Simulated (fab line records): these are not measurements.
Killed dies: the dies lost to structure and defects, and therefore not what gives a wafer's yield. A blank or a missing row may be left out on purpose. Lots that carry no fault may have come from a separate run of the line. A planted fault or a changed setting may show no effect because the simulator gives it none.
Check of tool commonality ; flow nand harc ; Sampled: 13 lots, 37 wafers

THE REASON FOR OPENING IT
Flagged at NHARC_END_SORT_01: reading killed at periphery, on 1 of 13 lots. No-fault wafers: 3.4, standard deviation 2.5.
Rule: a lot gets a flag if all its wafers with a number sit over 4 standard deviations from that mean, or if no wafer of it has a number. The other lots count as sound.

lot;measured;on;killed at periphery, wafer by wafer;flag
L182;day 24 08:58;prober-02;3 2 0;
L183;day 25 01:17;prober-01;3 4 2;
L184;day 25 09:04;prober-01;2 4 0;
L187;day 27 07:38;prober-01;4 1 2;
L189;day 27 08:28;prober-02;9 10 3;
L188;day 27 16:59;prober-01;3 5 8;
L191;day 28 11:05;prober-02;0 1 1;
L193;day 29 09:19;prober-01;6 8 3;
L197;day 30 21:39;prober-01;414;FLAGGED
L200;day 31 17:56;prober-02;2 5 3;
L202;day 32 19:13;prober-01;7 7 6;
L203;day 33 12:05;prober-02;4 2 1;
L204;day 34 02:20;prober-01;5 4 1;
The numbers of the flagged lots are 414.0 on average: +410.6 against the usual, or +99 or more standard deviations.

EACH LOT AND THE TOOL IT RAN ON
3 process steps preceding the reading are held in the record, out of 1302 steps in the route. Every cell lists first the tool, next ch and the chambers used by the sampled wafers, and last the start.
lot;flag;NHARC_P_M1_PVD_20;NHARC_P_M1_PVD_21;NHARC_P_M1_ECD_22
L182;;pvd sputter-03, day 6 06:17 or earlier;pvd sputter-03, day 6 06:17 or earlier;ecd cu-01 ch 0,1, day 6 06:17
L183;;pvd sputter-03, day 6 19:28 or earlier;pvd sputter-03, day 6 19:28 or earlier;ecd cu-01 ch 0,1, day 6 19:28
L184;;pvd sputter-03, day 7 00:37 or earlier;pvd sputter-03, day 7 00:37 or earlier;ecd cu-01 ch 0,1, day 7 00:37
L187;;pvd sputter-01, day 8 07:25 or earlier;pvd sputter-01, day 8 07:25 or earlier;ecd cu-02 ch 0,1, day 8 07:25
L189;;pvd sputter-02, day 9 10:31 or earlier;pvd sputter-02, day 9 10:31 or earlier;ecd cu-02 ch 0,1, day 9 10:31
L188;;pvd sputter-02, day 8 20:47 or earlier;pvd sputter-02, day 8 20:47 or earlier;ecd cu-02 ch 0,1, day 8 20:47
L191;;pvd sputter-02, day 10 06:56 or earlier;pvd sputter-02, day 10 06:56 or earlier;ecd cu-01 ch 0,1, day 10 06:56
L193;;pvd sputter-03, day 11 09:07 or earlier;pvd sputter-03, day 11 09:07 or earlier;ecd cu-01 ch 0,1, day 11 09:07
L197;FLAGGED;pvd sputter-02, day 12 08:08 or earlier;pvd sputter-02, day 12 08:08 or earlier;ecd cu-01 ch 1, day 12 08:08
L200;;pvd sputter-01, day 13 22:41 or earlier;pvd sputter-01, day 13 22:41 or earlier;ecd cu-02 ch 0,1, day 13 22:41
L202;;pvd sputter-03, day 14 18:26 or earlier;pvd sputter-03, day 14 18:26 or earlier;ecd cu-02 ch 0,1, day 14 18:26
L203;;pvd sputter-02, day 15 08:07 or earlier;pvd sputter-02, day 15 08:07 or earlier;ecd cu-02 ch 0,1, day 15 08:07
L204;;pvd sputter-01, day 15 16:53 or earlier;pvd sputter-01, day 15 16:53 or earlier;ecd cu-01 ch 0,1, day 15 16:53
What is done by these steps:
- NHARC_P_M1_PVD_20: deposits TaN, target thk 5 nm, time 8.06 s.
- NHARC_P_M1_PVD_21: deposits Cu, target thk 30 nm, time 20.49 s.
- NHARC_P_M1_ECD_22: material Cu, target thk 400 nm.
- NHARC_END_SORT_01

FLAGGED AGAINST TOTAL, ONE TOOL AT A TIME (gauges that did the reading follow at the end)
step;tool;lots run;flagged;share of the flagged lots;sound lots run after its first flagged lot
NHARC_P_M1_PVD_20;pvd sputter-01;3;0;none;-
NHARC_P_M1_PVD_20;pvd sputter-02;5;1;all;1 (L203)
NHARC_P_M1_PVD_20;pvd sputter-03;5;0;none;-
NHARC_P_M1_PVD_21;pvd sputter-01;3;0;none;-
NHARC_P_M1_PVD_21;pvd sputter-02;5;1;all;1 (L203)
NHARC_P_M1_PVD_21;pvd sputter-03;5;0;none;-
NHARC_P_M1_ECD_22;ecd cu-01;7;1;all;1 (L204)
NHARC_P_M1_ECD_22;ecd cu-02;6;0;none;-
NHARC_END_SORT_01;prober-01;8;1;all;2 (L202,L204)
NHARC_END_SORT_01;prober-02;5;0;none;-
Because NHARC_P_M1_PVD_20 lacks a start for some lots, the hours and order of its lots are taken from NHARC_P_M1_ECD_22. Because NHARC_P_M1_PVD_21 lacks a start for some lots, the hours and order of its lots are taken from NHARC_P_M1_ECD_22.

WHAT IS ALLOWED BY THE TABLE
4 rows of the table ran every flagged lot: pvd sputter-02 at NHARC_P_M1_PVD_20, pvd sputter-02 at NHARC_P_M1_PVD_21, ecd cu-01 at NHARC_P_M1_ECD_22, prober-01 at NHARC_END_SORT_01.
- pvd sputter-02 at NHARC_P_M1_PVD_20 ran 5 lots, 1 of them flagged. Lots that were sound ran on it after the first flagged one (L203); a persistent fault on the entire tool would not allow that.
- pvd sputter-02 at NHARC_P_M1_PVD_21 ran 5 lots, 1 of them flagged. Lots that were sound ran on it after the first flagged one (L203); a persistent fault on the entire tool would not allow that.
- ecd cu-01 at NHARC_P_M1_ECD_22 ran 7 lots, 1 of them flagged. Lots that were sound ran on it after the first flagged one (L204); a persistent fault on the entire tool would not allow that.
- prober-01 at NHARC_END_SORT_01 ran 8 lots, 1 of them flagged. Lots that were sound ran on it after the first flagged one (L202, L204); a persistent fault on the entire tool would not allow that.
None of the table's rows ran every flagged lot and, after the first, no sound lot.

WHAT THE SIMULATOR HAD PUT IN
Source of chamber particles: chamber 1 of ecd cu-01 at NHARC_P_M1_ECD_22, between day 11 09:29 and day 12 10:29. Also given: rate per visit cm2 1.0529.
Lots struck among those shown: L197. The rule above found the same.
